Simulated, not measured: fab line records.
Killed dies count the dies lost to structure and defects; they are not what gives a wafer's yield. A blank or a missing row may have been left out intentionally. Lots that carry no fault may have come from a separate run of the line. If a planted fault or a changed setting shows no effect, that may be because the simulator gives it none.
A struck lot beside a sound one | flow n5 finfet | 14 out of 1938 route steps
Sound: these wafers, L182.2, L182.3, L182.5. Wafers L185.2, L185.3, L185.4 were the ones struck. The cause is given at the end.
Per side, at each step with rows, come the tool, then ch with its chambers, and then its first start. Under that, the readings that differ: sound wafers | struck wafers | difference of the means | sigmas: that difference in standard deviations of wafers without a fault.
alike: readings with means less than 2 such deviations apart, plus words and numbers identical on both sides. not compared: withheld readings, readings lacking a value on some wafer, bounds such as >300 that could conceal the same value, and numbers that have no deviation in the record and whose values overlap.
A row with sigmas, a row that says differs or no value, or rows on one side alone: a step with any of these is where the two part. Numbers that don't overlap but have no deviation are shown without sigmas and don't part them. A reading that every wafer of one side lacks parts them only if that side has two wafers or more.

N5_BEOL_M12_OCD_MEAS_35:
  struck on ocd-02, day 13 18:05; sound on ocd-02, day 12 16:56
  alike: trench depth nm
then, 1 step without rows for these wafers: N5_BEOL_M12_STRIP_37 (strips in N2/H2).
N5_BEOL_M12_ETCH_38: etches SiCN in CF4/N2, target depth 68.7 nm, time 73.4 s.
  sound on rie diel-02 ch 0,2, day 12 18:21; struck on rie diel-01 ch 0,2,3, day 13 18:50
  alike: drypump motor current A, oes product au, rf vpp V, showerhead plenum p Torr, throttle valve pct
  not compared: rf hours counter h
then, 2 steps without rows for these wafers: N5_BEOL_M12_PRECLEAN_39 (cleans in residue remover, time 60 s); N5_BEOL_M12_SRD_40 (time 30 s, dry time 30 s).
N5_BEOL_M12_DEGAS_41: time 60 s.
  struck on pvd sputter-02, day 13 19:14; sound on pvd sputter-03, day 12 21:06
  alike: heater power w
then, 1 step without rows for these wafers: N5_BEOL_M12_PRE_CLEAN_42 (time 30 s).
N5_BEOL_M12_SPUTTER_43: material TaN, target thk 15 nm, time 24.19 s.
  struck on pvd sputter-02, day 13 19:19; sound on pvd sputter-03, day 12 21:11
  alike: throttle valve pct
N5_BEOL_M12_SPUTTER_44: material Ta, target thk 10 nm, time 16.13 s.
  struck on pvd sputter-02, day 13 19:23; sound on pvd sputter-03, day 12 21:16
  alike: throttle valve pct
then, 2 steps without rows for these wafers: N5_BEOL_M12_SPUTTER_45 (material Cu, target thk 80 nm, time 13.33 s); N5_BEOL_M12_ECD_47 (material Cu, target thk 720 nm).
N5_BEOL_M12_ANNEAL_48: time 90 s.
  sound on rtp anneal-02 ch 0, day 12 21:38; struck on rtp anneal-02 ch 0, day 13 19:47
  alike: wafer_temp_C_max
N5_BEOL_M12_CMP_49: polishes, stops on SiOC, t overpolish 20.6 s, target thk 320 nm.
  sound on cmp-02 ch 0,1, day 12 21:53; struck on cmp-02 ch 0,2,3, day 13 20:02
  reading                 | sound                | struck               | difference | sigmas
  head pressure psi (psi) | 0.9949 1.0012 1.0007 | 1.0497 1.0469 1.0527 | +0.0508    | +24
  alike: barrier field endpoint s, motor current A, overpolish run s
N5_PASSIVATION_PROBE_49:
  rows exist in the record for the sound wafers here (prober-01, day 14 04:41), none for the struck ones

WHERE THEY PART
Earliest at N5_BEOL_M12_CMP_49; latest, in this record, at N5_PASSIVATION_PROBE_49.

WHY: what had been put in by the simulator
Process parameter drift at N5_BEOL_M12_CMP_49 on cmp-02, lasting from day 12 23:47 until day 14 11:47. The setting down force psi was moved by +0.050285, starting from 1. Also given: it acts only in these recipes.
